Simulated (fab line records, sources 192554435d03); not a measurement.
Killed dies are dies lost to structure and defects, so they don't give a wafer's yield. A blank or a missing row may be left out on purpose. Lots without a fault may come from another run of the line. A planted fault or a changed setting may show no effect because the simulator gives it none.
Which tool did it? | flow n5_finfet | 14 lots, 42 wafers sampled, at 3 steps of a route of 1938

WHAT THE GAUGES READ, wafer by wafer
N5_BEOL_M5_THK_MEAS_53: measures by xrf.
lot  | measured     | on            | M5_THK (nm)
L495 | day 8 03:31  | film_metro-02 | 60.7 64.5 62.5
L494 | day 8 05:08  | film_metro-01 | 60.6 62.6 63.2
L496 | day 8 23:46  | film_metro-01 | 61.7 60.5 63.0
L497 | day 9 05:02  | film_metro-01 | 62.0 64.8 61.0
L498 | day 9 07:05  | film_metro-02 | 57.4 62.1 63.1
L499 | day 9 12:38  | film_metro-01 | 60.7 61.2 64.3
L500 | day 9 22:03  | film_metro-02 | 63.0 64.6 62.3
L503 | day 10 13:45 | film_metro-02 | 62.9 63.9 61.8
L506 | day 11 08:26 | film_metro-01 | 64.3 63.8 63.0
L505 | day 11 13:06 | film_metro-02 | 63.1 63.4 65.4
L514 | day 13 21:52 | film_metro-01 | 64.9 62.4 62.3
L515 | day 14 07:02 | film_metro-02 | 58.4 63.7 60.8
L516 | day 14 18:52 | film_metro-01 | 62.1 59.8 61.8
L517 | day 15 04:22 | film_metro-01 | 63.9 63.8 63.5

N5_BEOL_M5_RS_MEAS_57: measures by four-point-probe.
lot  | measured     | on            | M5_RS (ohm/sq)
L495 | day 8 03:55  | film_metro-01 | 0.397 0.372 0.389
L494 | day 8 05:24  | film_metro-02 | 0.399 0.387 0.381
L496 | day 9 00:05  | film_metro-02 | 0.393 0.405 0.386
L497 | day 9 05:22  | film_metro-01 | 0.394 0.370 0.400
L498 | day 9 07:21  | film_metro-02 | 0.431 0.391 0.385
L499 | day 9 12:54  | film_metro-02 | 0.400 0.398 0.376
L500 | day 9 22:20  | film_metro-01 | 0.381 0.373 0.390
L503 | day 10 14:01 | film_metro-02 | 0.387 0.379 0.396
L506 | day 11 08:42 | film_metro-01 | 0.379 0.383 0.387
L505 | day 11 13:25 | film_metro-02 | 0.380 0.378 0.367
L514 | day 13 22:08 | film_metro-02 | 0.375 0.392 0.395
L515 | day 14 07:18 | film_metro-02 | 0.421 0.375 0.399
L516 | day 14 19:08 | film_metro-02 | 0.389 0.407 0.392
L517 | day 15 04:38 | film_metro-02 | 0.381 0.382 0.384

WHICH TOOL RAN EACH LOT (tool, then ch and the chambers of the sampled wafers, then the start)
lot  | N5_BEOL_M5_DEP_56
L495 | pecvd-02 ch 0,1, day 8 03:51
L494 | pecvd-02 ch 0,1,2, day 8 05:20
L496 | pecvd-03 ch 1,2, day 9 00:01
L497 | pecvd-03 ch 0,2, day 9 05:17
L498 | pecvd-04 ch 1,2, day 9 07:17
L499 | pecvd-04 ch 0,1,2, day 9 12:50
L500 | pecvd-02 ch 0,1, day 9 22:15
L503 | pecvd-03 ch 0,1, day 10 13:57
L506 | pecvd-02 ch 0,2, day 11 08:38
L505 | pecvd-03 ch 1,2, day 11 13:21
L514 | pecvd-02 ch 0,1, day 13 22:04
L515 | pecvd-03 ch 0,1,2, day 14 07:14
L516 | pecvd-04 ch 0,1, day 14 19:04
L517 | pecvd-02 ch 0,1, day 15 04:34
- N5_BEOL_M5_DEP_56: deposits SiCN from 3MS/NH3, target thk 8 nm, time 14 s.

WHAT THE TOOLS THEMSELVES READ (means of the sampled wafers that have a number; where no wafer has one, the mark that the record gives instead)
N5_BEOL_M5_DEP_56.
lot  | tool     | chamber_pressure_Torr (Torr) | showerhead_plenum_p_Torr (Torr) | throttle_valve_pct (%)
L495 | pecvd-02 | 2.993                        | 3.664                           | 9.1
L494 | pecvd-02 | 3.001                        | 3.669                           | 9.2
L496 | pecvd-03 | 2.999                        | 3.666                           | 8.9
L497 | pecvd-03 | 3.002                        | 3.674                           | 9.3
L498 | pecvd-04 | 3.006                        | 3.660                           | 8.5
L499 | pecvd-04 | 3.003                        | 3.659                           | 9.1
L500 | pecvd-02 | 3.007                        | 3.659                           | 9.0
L503 | pecvd-03 | 3.003                        | 3.670                           | 9.0
L506 | pecvd-02 | 2.995                        | 3.675                           | 8.7
L505 | pecvd-03 | 2.997                        | 3.669                           | 8.8
L514 | pecvd-02 | 3.000                        | 3.674                           | 9.4
L515 | pecvd-03 | 2.997                        | 3.673                           | 9.1
L516 | pecvd-04 | 3.005                        | 3.656                           | 9.8
L517 | pecvd-02 | 3.005                        | 3.659                           | 9.3

THE ANSWER, worked out from the rows above alone
Rule: what is usual is taken from the lots themselves. Put in order of their means at a reading, lots are off if they are a third of the lots or fewer, leave a main group of 4 or more, and stand apart from it by a gap of 3 or more times the standard deviation of the main group's means; of several such gaps the widest counts. A main group whose means are all the same, to the digits that the tables above print for the reading, isn't used. A lot without any number at a reading at which 4 lots or more have one is off too. The other lots that the step has rows for count as sound. The gauges are gone through in route order, then the tools' own readings, and for those a lot's mean is taken as printed above. The first step at which some lot is off is used, and at that step the reading that is off furthest; a lot without a number counts as furthest.
No lot is off at any reading shown: from this, nothing can be told.

WHAT THE SIMULATOR HAD PUT IN
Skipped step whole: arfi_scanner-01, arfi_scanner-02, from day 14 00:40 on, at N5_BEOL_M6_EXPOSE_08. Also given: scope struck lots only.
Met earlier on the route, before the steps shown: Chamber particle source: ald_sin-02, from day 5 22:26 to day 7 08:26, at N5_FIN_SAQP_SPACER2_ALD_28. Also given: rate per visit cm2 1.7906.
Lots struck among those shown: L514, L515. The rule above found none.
